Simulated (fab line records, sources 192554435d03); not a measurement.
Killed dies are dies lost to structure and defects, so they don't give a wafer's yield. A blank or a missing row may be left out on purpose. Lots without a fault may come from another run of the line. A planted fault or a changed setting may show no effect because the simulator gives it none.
Split-lot experiment | flow n5_finfet | 7 lots, 21 wafers read, on a route of 1938 steps

THE SPLIT
At N5_HKMG_FIN_COAT_30 (time 60 s, resist thk 35 nm), the setting spin_rpm was moved away from the recipe's 1500 rpm on 3 of the 21 wafers read, by +6.9% to +9.6%. The other wafers ran this setting at the recipe's value.

FROM THE SPLIT TO THE READING: what the file shows between them, 4 steps
- N5_HKMG_FIN_PEB_10: peb time 60 s (also split here: peb_time_s)
- N5_HKMG_FIN_DEVELOP_11: develop time 30 s
- N5_HKMG_FIN_CD_MEAS_12: target cd 92.8 nm
- N5_HKMG_FIN_DESCUM_17: chemistry O2, time 7.9 s

THE READING
CAR-ArF_of_HKMG_FIN_COAT_06.thk_nm (the simulator's own value, which no gauge read), in nm, at N5_HKMG_FIN_ETCH_31 (etches SiARC in CF4, target depth 45.5 nm, time 75.8 s). The file gives no usual value for it. The 18 wafers here that ran the recipe average 51.0 nm, standard deviation 0.18 nm.

wafer  | tool, chamber at the split | spin_rpm as run, rpm | against the recipe | CAR-ArF_of_HKMG_FIN_COAT_06.thk_nm, nm | against lot-mates on the recipe
L077.1 | litho_track-05, 0          | 1500                 | recipe             | 50.8                                   | -
L077.2 | litho_track-05, 0          | 1500                 | recipe             | 50.6                                   | -
L077.5 | litho_track-05, 0          | 1604                 | +6.9%              | 51.4                                   | +0.7
L078.1 | litho_track-03, 0          | 1500                 | recipe             | 51                                     | -
L078.2 | litho_track-03, 0          | 1500                 | recipe             | 51                                     | -
L078.4 | litho_track-03, 0          | 1500                 | recipe             | 51                                     | -
L079.2 | litho_track-03, 0          | 1639                 | +9.3%              | 52.2                                   | +1.1
L079.5 | litho_track-03, 0          | 1500                 | recipe             | 51                                     | -
L079.6 | litho_track-03, 0          | 1500                 | recipe             | 51.2                                   | -
L080.3 | litho_track-04, 0          | 1500                 | recipe             | 50.6                                   | -
L080.4 | litho_track-04, 0          | 1500                 | recipe             | 51                                     | -
L080.6 | litho_track-04, 0          | 1500                 | recipe             | 50.8                                   | -
L085.2 | litho_track-03, 0          | 1500                 | recipe             | 51                                     | -
L085.5 | litho_track-03, 0          | 1500                 | recipe             | 51.2                                   | -
L085.6 | litho_track-03, 0          | 1644                 | +9.6%              | 52.2                                   | +1.1
L092.3 | litho_track-03, 0          | 1500                 | recipe             | 51.2                                   | -
L092.4 | litho_track-03, 0          | 1500                 | recipe             | 50.8                                   | -
L092.6 | litho_track-03, 0          | 1500                 | recipe             | 51                                     | -
L094.2 | litho_track-03, 0          | 1500                 | recipe             | 51                                     | -
L094.3 | litho_track-03, 0          | 1500                 | recipe             | 51                                     | -
L094.6 | litho_track-03, 0          | 1500                 | recipe             | 51.2                                   | -

THE FIT
A straight line over all 21 wafers: CAR-ArF_of_HKMG_FIN_COAT_06.thk_nm changes by +0.117 nm for each +1% of spin_rpm; r = +0.88; the points scatter about the line by 0.2 nm.
The same after taking each lot's own level away (the mean of its wafers on the recipe; 21 wafers): +0.113 nm for each +1%; r = +0.95; scatter 0.12 nm.
On that fit, the largest move of spin_rpm shifts the reading by 1.1 nm.
The lots' own levels span 50.70 to 51.10 nm, that is 2.2 times the standard deviation above.
So the lot-to-lot level changes the slope little: the two slopes agree.
Check: with one of the wafers moved furthest among these (+9.6%) left out of the fit, the line predicts +1.08 nm for it against its lot-mates. It came out at +1.1 nm against them.

OTHER SPLITS ON THESE WAFERS
These wafers also went through other splits before the reading. Each is held against what the fit with the lots' levels taken away leaves over:
other split on the same wafers | wafers away from the commonest value | r with CAR-ArF_of_HKMG_FIN_COAT_06.thk_nm (lot level and that fit taken away)
N5_WELL_APT_COAT_02 spin_rpm   | 7                                    | +0.22
N5_FIN_SAQP_ETCH_65 time_s     | 7                                    | +0.26
N5_FIN_CUT_COAT_19 spin_rpm    | 6                                    | -0.14
N5_FIN_CUT_EXPOSE_05 dose_mj   | 6                                    | -0.36
N5_HKMG_FIN_PEB_10 peb_time_s  | 7                                    | -0.02

THE WHOLE CHAIN: every reading that the file lists as answering this split, in the file's order
step                | what it does                                           | reading                                                                             | change (the file's fit)               | r (the file's)
N5_HKMG_FIN_COAT_30 | time 60 s, resist thk 35 nm                            | SiARC_of_HKMG_FIN_COAT_30.thk_nm (the simulator's own value, which no gauge read)   | -0.153 nm for each +1% of the setting | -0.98
N5_HKMG_FIN_ETCH_31 | etches SiARC in CF4, target depth 45.5 nm, time 75.8 s | etch.depth_nm (the simulator's own value, which no gauge read)                      | -0.158 nm for each +1% of the setting | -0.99
N5_HKMG_FIN_ETCH_31 | etches SiARC in CF4, target depth 45.5 nm, time 75.8 s | CAR-ArF_of_HKMG_FIN_COAT_06.thk_nm (the simulator's own value, which no gauge read) | +0.113 nm for each +1% of the setting | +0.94

THE FILE'S OWN FIT
CAR-ArF_of_HKMG_FIN_COAT_06.thk_nm changes by +0.113 nm for each +1% of spin_rpm, r = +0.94.
